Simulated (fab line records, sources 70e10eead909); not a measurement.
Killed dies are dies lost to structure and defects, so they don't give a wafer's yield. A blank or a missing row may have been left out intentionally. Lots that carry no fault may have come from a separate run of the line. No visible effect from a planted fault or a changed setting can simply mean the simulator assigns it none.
Chamber matching	flow nand harc	rie diel-12 running NHARC_A_BONDPAD_STRIP_15: 4 sister chambers
The step strips in O2. 4 wafers are shown with their chamber, then 7 later ones without.

WAFERS PAIRED WITH THEIR CHAMBERS
wafer	chamber	drypump motor current A (A)
L552.5	1	5.7
L559.5	2	5.5
L563.1	0	5.8
L563.2	3	5.9

WAFERS MISSING THEIR CHAMBER
wafer	drypump motor current A (A)
L563.6	5.7
L566.1	5.8
L566.4	5.8
L566.6	5.6
L567.1	5.6
L567.3	5.9
L567.5	5.8

WHICH CHAMBER EACH WENT THROUGH
wafer	from the rows above	in truth
L563.6	can't be placed: 1 or 0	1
L566.1	can't be placed: 0 or 1 or 3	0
L566.4	can't be placed: 0 or 1 or 3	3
L566.6	can't be placed: 2 or 1 or 0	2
L567.1	can't be placed: 2 or 1 or 0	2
L567.3	can't be placed: 3 or 0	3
L567.5	can't be placed: 0 or 1 or 3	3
Placed correctly: 0 of 7. Cannot be placed on the basis of these rows: 7; the candidates contain the true chamber in 7. Wrongly placed: 0.
How it was worked out, from the rows above alone: a wafer's distance from a chamber is the root of the sum, over the readings, of the square of ((its reading less the chamber's mean) divided by the reading's scatter). The wafer belongs to the nearest chamber; if the next one is less than 2 further off, it can't be placed. Each chamber's mean is taken over the wafers shown for it. The scatter: root of mean squared gap, hidden wafer to nearest shown wafer, with one shown wafer a chamber.
